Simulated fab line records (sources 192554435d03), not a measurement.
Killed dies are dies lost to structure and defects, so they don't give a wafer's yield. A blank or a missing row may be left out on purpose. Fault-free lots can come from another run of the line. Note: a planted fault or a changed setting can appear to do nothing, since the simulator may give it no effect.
Comparing a struck lot with a sound one ; flow n5 finfet ; 39 out of 1938 route steps
Sound: the wafers L391.1, L391.3, L391.5. Wafers L385.2, L385.5 were the ones struck. At the end, the cause is stated.
Each step with rows lists, per side, the tool, then ch with its chambers, then its first start. Under that, the readings that differ: sound wafers ; struck wafers ; difference of the means ; sigmas: that difference in standard deviations of wafers without a fault.
alike: readings whose means differ by less than 2 such deviations, and words and numbers that are the same on both sides. not compared: withheld readings, readings that some wafer has no value for, bounds like >300 that may hide the same value, and numbers for which the record gives no deviation and whose values overlap.
Wherever a step has rows on one side only, a row that says differs or no value, or a row with sigmas, the two part there. When numbers do not overlap yet have no deviation, they are printed without sigmas and do not part them. Lack of a reading on every wafer of one side parts them only where that side has two or more wafers.

first, 9 steps without rows for these wafers: N5_HKMG_FIN_DESCUM_17 (chemistry O2, time 7.9 s); N5_HKMG_FIN_ETCH_31 (etches SiARC in CF4, target depth 45.5 nm, time 75.8 s); N5_HKMG_FIN_ETCH_32 (etches SOC in N2/H2, target depth 240 nm, time 300 s); N5_HKMG_FIN_STRIP_33 (strips in N2/H2); N5_HKMG_FIN_STRIP_34 (strips in CF4); N5_HKMG_FIN_ETCH_35 (etches SOC in N2/H2, target depth 215.8 nm, time 243.4 s); N5_HKMG_FIN_STRIP_92 (strips SOC in N2/H2, time 20 s); N5_HKMG_FIN_WET_ETCH_18 (etches TiN in SC1, time 55 s, target depth 5.2 nm, rinse time 30 s); N5_HKMG_FIN_STRIP_19 (strips in N2/H2, time 360 s).
N5_HKMG_FIN_ALD_91: deposits TiN, target thk 1 nm, pulse time 1 s, purge time 3 s.
  sound on ald metal-02 ch 0,1,3, day 8 16:39; struck on ald metal-01 ch 0, day 7 08:23
reading;sound;struck;difference;sigmas
ald cycles;47 47 47;33 33;-14;
model.TiN_of_HKMG_FIN_ALD_91.thk nm (nm);1 1 1;0.6 0.6;-0.4;
  alike: heater power w, precursor pulse height rel
then, 1 step without rows for these wafers: N5_HKMG_FIN_COAT_85 (time 60 s, resist thk 300 nm).
N5_HKMG_FIN_ETCH_86: etches SOC in N2/H2, stops on TiN, target depth 393.2 nm.
  sound on rie diel-06 ch 0,3, day 8 17:06; struck on rie diel-06 ch 0,1, day 7 08:43
reading;sound;struck;difference;sigmas
model.TiN_of_HKMG_FIN_ALD_91.thk nm (nm);1 1 1;0.6 0.6;-0.4;
  alike: drypump motor current A, oes product au, rf vpp V, showerhead plenum p Torr, throttle valve pct
  not compared: rf hours counter h
then, 25 steps without rows for these wafers: N5_HKMG_FIN_STRIP_89 (strips SOC in N2/H2, time 20 s); N5_HKMG_FIN_WET_ETCH_87 (etches TiN in SC1, time 154.2 s, target depth 4.7 nm, rinse time 30 s); N5_HKMG_FIN_STRIP_88 (strips in N2/H2, time 360 s); N5_HKMG_FIN_NWFM_ALD_20 (deposits TiAlC, target thk 2 nm, pulse time 3 s, purge time 2 s); N5_HKMG_FIN_ALD_71 (deposits TiN, target thk 1 nm, pulse time 1 s, purge time 3 s); N5_HKMG_FIN_COAT_66 (time 60 s, resist thk 300 nm); N5_HKMG_FIN_ETCH_67 (etches SOC in N2/H2, stops on TiN, target depth 388.9 nm); N5_HKMG_FIN_STRIP_90 (strips SOC in N2/H2, time 20 s); N5_HKMG_FIN_WET_ETCH_73 (etches the open film in SC1, time 42.3 s, target depth 1.3 nm, rinse time 30 s); N5_HKMG_FIN_ETCHBACK_68 (etches the open film in Cl2/Ar, stops on HfO2, target depth 0.5 nm); N5_HKMG_FIN_STRIP_69 (strips in N2/H2, time 360 s); N5_HKMG_FIN_ALD_21 (deposits TiN, target thk 1.5 nm, pulse time 1 s, purge time 3 s); N5_HKMG_FIN_ALD_72 (deposits W, target thk 2 nm, pulse time 1 s, purge time 2 s); N5_HKMG_FIN_W_FILL_22 (material W, target thk 60 nm, time 18.2 s); N5_HKMG_FIN_PRECLEAN_83 (cleans in DIW, time 57.5 s); N5_HKMG_FIN_SRD_84 (dry time 32 s); N5_HKMG_FIN_CMP_23 (polishes, stops on SiNx, t overpolish 10 s, target thk 46.326 nm); N5_HKMG_FIN_CMP_94 (polishes, stops on SiNx, t overpolish 4.7 s, target thk 43.299 nm); N5_GATE_CUT_ETCHBACK_00 (etches W in SF6/Cl2); N5_GATE_CUT_ETCH_56 (etches TiN in Cl2/Ar, target depth 21.6 nm); N5_GATE_CUT_ETCHBACK_30 (etches TiN in Cl2/Ar, target depth 3 nm); N5_GATE_CUT_VAPOR_ETCH_60 (etches HfO2 in BCl3/Cl2); N5_GATE_CUT_ETCH_58 (etches SiNx in CH3F/O2, target depth 17 nm, time 128.6 s); N5_GATE_CUT_STRIP_59 (strips in N2/H2, time 20 s); N5_GATE_CUT_PRECLEAN_31 (cleans in DIW, time 300 s).
-- the record jumps here: 4 days lie between the struck wafers' starts before and after (it left off in module GATE_CUT and takes up again in module BEOL_M4, whose first step shown is number 1111 of the route) --
N5_BEOL_M4_RC_MEAS_101:
  sound on prober-01 ch 0, day 13 09:04; struck on prober-02 ch 0, day 11 18:43
reading;sound;struck;difference;sigmas
IOFF_N (nA/um);0.17 0.18 0.18;0.93 0.74;+0.66;+15
IOFF_N_85C (nA/um);3.2 3.3 3.4;13.8 11.3;+9.2;+13
IOFF_N_LIN (nA/um);0.074 0.080 0.083;0.402 0.323;+0.284;+17
IOFF_N_LONG (nA/um);5.25e-05 5.12e-05 5.19e-05;0.0001761 0.0001723;+0.0001223;+47
IOFF_P_LONG (nA/um);9.4e-05 9.8e-05 0.000106;7.5e-05 7.9e-05;-2.2e-05;-2
ION_N (uA/um);676 687 679;787 750;+88;+5
VT_N (mV);249 248 246;209 210;-38;-9
VT_N_LONG (mV);276.5 275.5 276.8;235.0 234.7;-41.4;-18
VT_N_LVT (mV);98 97 95;52 55;-43;-9
  alike: DIBL_N, DIBL_P, IOFF_P, ION_P, SS_N, SS_P, VT_P, VT_P_LONG
-- the record jumps here: 4 days lie between the struck wafers' starts before and after (it left off in module BEOL_M4 and takes up again in module PASSIVATION, whose first step shown is number 1936 of the route) --
N5_PASSIVATION_PROBE_49:
  struck on prober-01, day 16 05:40; sound on prober-01, day 18 08:57
reading;sound;struck;difference;sigmas
defect limited yield (%);88.6 89.8 91.5;80.5 83.0;-8.2;-6
killed_at_M4_up;24 8 5;28 20;+12;+2
killed at front end;51 42 34;146 105;+83;+8
killed dies;134 120 100;230 201;+98;+6
killed on rim;15 18 12;74 55;+50;+12
sort_bin_4_leakage (%);0 0 0;80.42 80.93;+80.68;+99 or more
sort_bin_6_memory (%);5.3 4.8 4.2;2.5 4.1;-1.5;-2
sort n pass;1046 1060 1080;1 24;-1050;-62
  alike: killed_at_M0_to_M3, killed at contacts, killed at other, killed open, killed short, sort_bin_5_function, sort_bin_8_speed

== WHERE THEY PART ==
At N5_BEOL_M4_RC_MEAS_101 first; at N5_PASSIVATION_PROBE_49 last (within this record only).

WHY: whatever the simulator had introduced
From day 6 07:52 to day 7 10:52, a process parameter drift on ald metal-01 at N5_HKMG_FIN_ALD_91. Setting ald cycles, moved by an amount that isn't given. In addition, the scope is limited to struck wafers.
